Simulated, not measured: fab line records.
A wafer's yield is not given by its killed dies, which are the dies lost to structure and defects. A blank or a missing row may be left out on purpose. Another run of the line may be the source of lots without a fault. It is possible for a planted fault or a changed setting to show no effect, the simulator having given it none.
A lot that was struck, set against a sound lot -- flow nand-harc -- 14 out of 1159 route steps
Sound: these wafers, L542.3, L542.5, L542.6. Struck: wafers L551.1, L551.4, L551.6. The cause is given at the end.
At each step with rows: each side's tool, then ch and its chambers, then its first start. Under that, the readings that differ: sound wafers -- struck wafers -- difference of the means -- sigmas: that difference in standard deviations of wafers without a fault.
alike: a reading whose means differ by less than 2 such deviations, as well as words and numbers matching on both sides. not compared: withheld readings; readings where some wafer has no value; bounds like >300 that might hide an equal value; numbers whose values overlap and for which the record gives no deviation.
Wherever a step has rows on one side only, a row that says differs or no value, or a row with sigmas, the two part there. Numbers that don't overlap but have no deviation are shown without sigmas and don't part them. A reading that every wafer of one side lacks parts them only if that side has two wafers or more.

first, 5 steps without rows for these wafers: NHARC_A_STAIRCASE_EBR_246; NHARC_A_STAIRCASE_EXPOSE_247 (exposes mask SDS 1); NHARC_A_STAIRCASE_PEB_248 (peb time 130 s); NHARC_A_STAIRCASE_DEVELOP_249 (time 140 s); NHARC_A_STAIRCASE_HARDBAKE_251 (time 140 s).
NHARC_A_STAIRCASE_DESCUM_252: chemistry O2, time 3 s.
  sound on rie-diel-09 ch 1,2, day 13 06:55; struck on rie-diel-05 ch 0,2,3, day 15 02:11
  alike: drypump-motor-current-A, oes-product-au, rf-vpp-V, showerhead-plenum-p-Torr, throttle-valve-pct
  not compared: rf-hours-counter-h
NHARC_A_STAIRCASE_ETCH_253: etches the open film in C4F8/O2, target depth 50 nm, time 20.2 s.
  sound on rie-diel-09 ch 2,3, day 13 07:06; struck on rie-diel-05 ch 0,1,3, day 15 02:15
reading,sound,struck,difference,sigmas
oes-product-au (a.u.),0.918 0.918 0.932,0.960 0.974 0.959,+0.042,+2
  alike: bias-w, rf-fwd-power-W, rf-vpp-V
  not compared: rf-hours-counter-h
NHARC_A_STAIRCASE_STRIP_254: strips in O2.
  sound on plasma-asher-01 ch 0,1, day 13 07:16; struck on plasma-asher-02 ch 0,1, day 15 02:20
  alike: drypump-motor-current-A, heater-power-w
  not compared: rf-hours-counter-h
then, 3 steps without rows for these wafers: NHARC_A_STAIRCASE_STRIP_255 (strips in SPM, time 900 s); NHARC_A_STAIRCASE_PRECLEAN_256 (cleans in SC1); NHARC_A_STAIRCASE_SRD_257.
NHARC_A_STAIRCASE_HM_DEP_456: deposits aC, target thk 1500 nm.
  sound on acl-dep-02 ch 0, day 13 09:05; struck on acl-dep-01, day 15 03:09
  no value came back on the struck wafers for susceptor-temp-C (C), throttle-valve-pct (%); on the sound wafers susceptor-temp-C (C) reads 399.88 400.04 400.30
NHARC_A_STAIRCASE_DEP_259: deposits SiON, target thk 30 nm.
  sound on pecvd-02 ch 0,1, day 13 10:23; struck on pecvd-01 ch 0,2, day 15 05:02
  alike: chamber-pressure-Torr, heater-power-outer-w, heater-power-w, rf-fwd-power-W
-- record jumps: 9 days between struck wafers' starts before vs after; left off in module A_STAIRCASE, resumes in module END, first step shown is number 1159 of the route --
NHARC_END_SORT_01:
  here the record holds rows for the struck wafers (prober-02 ch 0, day 24 04:48) but none for the sound ones

== WHERE THEY PART ==
Earliest at NHARC_A_STAIRCASE_ETCH_253; latest, in this record, at NHARC_END_SORT_01.

WHY: what the simulator had put in
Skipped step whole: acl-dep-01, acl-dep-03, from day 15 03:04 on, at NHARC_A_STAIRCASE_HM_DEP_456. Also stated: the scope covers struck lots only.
